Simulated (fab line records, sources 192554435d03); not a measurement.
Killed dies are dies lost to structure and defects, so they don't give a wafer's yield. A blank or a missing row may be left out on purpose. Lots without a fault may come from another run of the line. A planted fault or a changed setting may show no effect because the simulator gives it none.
Split-lot experiment | flow n5_finfet | 7 lots, 21 wafers read, on a route of 1938 steps

THE SPLIT
At N5_HKMG_FIN_ETCH_35 (etches SOC in N2/H2, target depth 215.8 nm, time 243.4 s), the setting source_w was moved away from the recipe's 3000 W on 6 of the 21 wafers read, by -16.8% to +15.5%. The other wafers ran this setting at the recipe's value.

The reading is taken at the split's own step.

THE READING
rf_vpp_V, in V, at N5_HKMG_FIN_ETCH_35 (etches SOC in N2/H2, target depth 215.8 nm, time 243.4 s). Fault-free wafers of this fab line usually give 141.6 V, standard deviation 1.1 V.

wafer  | tool, chamber at the split | source_w as run, W | against the recipe | rf_vpp_V, V | against lot-mates on the recipe
L076.3 | rie_diel-02, 0             | 3000               | recipe             | 141.8       | -
L076.4 | rie_diel-02, 3             | 3000               | recipe             | 141.4       | -
L076.6 | rie_diel-02, 2             | 3000               | recipe             | 140.6       | -
L077.3 | rie_diel-02, 2             | 3000               | recipe             | 141.7       | -
L077.5 | rie_diel-02, 2             | 3000               | recipe             | 141.7       | -
L077.6 | rie_diel-02, 1             | 3000               | recipe             | 142.3       | -
L078.4 | rie_diel-04, 3             | 3000               | recipe             | 141.4       | -
L078.5 | rie_diel-04, 3             | 3000               | recipe             | 141.5       | -
L078.6 | rie_diel-04, 0             | 3315               | +10.5%             | 136.6       | -4.8
L082.2 | rie_diel-05, 1             | 2590               | -13.7%             | 147.1       | +4.4
L082.4 | rie_diel-05, 2             | 3000               | recipe             | 142.7       | -
L082.6 | rie_diel-05, 3             | 2590               | -13.7%             | 151.4       | +8.7
L083.3 | rie_diel-02, 1             | 3000               | recipe             | 143.0       | -
L083.5 | rie_diel-02, 2             | 3000               | recipe             | 141.6       | -
L083.6 | rie_diel-02, 3             | 2819               | -6.0%              | 144.8       | +2.5
L090.3 | rie_diel-02, 1             | 3000               | recipe             | 141.2       | -
L090.4 | rie_diel-02, 2             | 2496               | -16.8%             | 151.9       | +10.7
L090.6 | rie_diel-02, 0             | 3000               | recipe             | 141.3       | -
L094.2 | rie_diel-04, 0             | 3000               | recipe             | 141.1       | -
L094.3 | rie_diel-04, 2             | 3464               | +15.5%             | 133.7       | -8.2
L094.4 | rie_diel-04, 1             | 3000               | recipe             | 142.7       | -

THE FIT
A straight line over all 21 wafers: rf_vpp_V changes by -0.548 V for each +1% of source_w; r = -0.97; the points scatter about the line by 0.94 V.
The same after taking each lot's own level away (the mean of its wafers on the recipe; 21 wafers): -0.528 V for each +1%; r = -0.97; scatter 0.96 V.
On that fit, the largest move of source_w shifts the reading by 8.9 V.
The lots' own levels span 141.25 to 142.70 V, that is 1.3 times the standard deviation above.
So the lot-to-lot level changes the slope little: the two slopes agree.
Check: with one of the wafers moved furthest among these (-16.8%) left out of the fit, the line predicts +8.18 V for it against its lot-mates. It came out at +10.7 V against them.
Tool readings at the split's step, against how far the setting was moved: rf_vpp_V r = -0.97.

OTHER SPLITS ON THESE WAFERS
These wafers also went through other splits before the reading. Each is held against what the fit with the lots' levels taken away leaves over:
other split on the same wafers | wafers away from the commonest value | r with rf_vpp_V (lot level and that fit taken away)
N5_SD_EPI_P_EPI_21 temp_c      | 3                                    | -0.03
N5_SD_ACTIVATION_LSA_01 temp_c | 3                                    | +0.14
N5_SDB_ETCH_25 time_s          | 7                                    | +0.18
N5_SDB_ALD_29 ald_cycles       | 8                                    | -0.33

THE WHOLE CHAIN: every reading that the file lists as answering this split, in the file's order
step                | what it does                                             | reading                                                                         | change (the file's fit)              | r (the file's)
N5_HKMG_FIN_ETCH_35 | etches SOC in N2/H2, target depth 215.8 nm, time 243.4 s | rf_vpp_V                                                                        | -0.538 V for each +1% of the setting | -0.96
N5_HKMG_FIN_ETCH_35 | etches SOC in N2/H2, target depth 215.8 nm, time 243.4 s | SOC_of_HKMG_FIN_COAT_29.thk_nm (the simulator's own value, which no gauge read) | -1.85 nm for each +1% of the setting | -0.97
N5_HKMG_FIN_ETCH_35 | etches SOC in N2/H2, target depth 215.8 nm, time 243.4 s | etch.depth_nm (the simulator's own value, which no gauge read)                  | +1.81 nm for each +1% of the setting | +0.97
N5_HKMG_FIN_ETCH_35 | etches SOC in N2/H2, target depth 215.8 nm, time 243.4 s | HKMG_FIN.feature_depth_nm (the simulator's own value, which no gauge read)      | +1.81 nm for each +1% of the setting | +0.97

THE FILE'S OWN FIT
rf_vpp_V changes by -0.538 V for each +1% of source_w, r = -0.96.
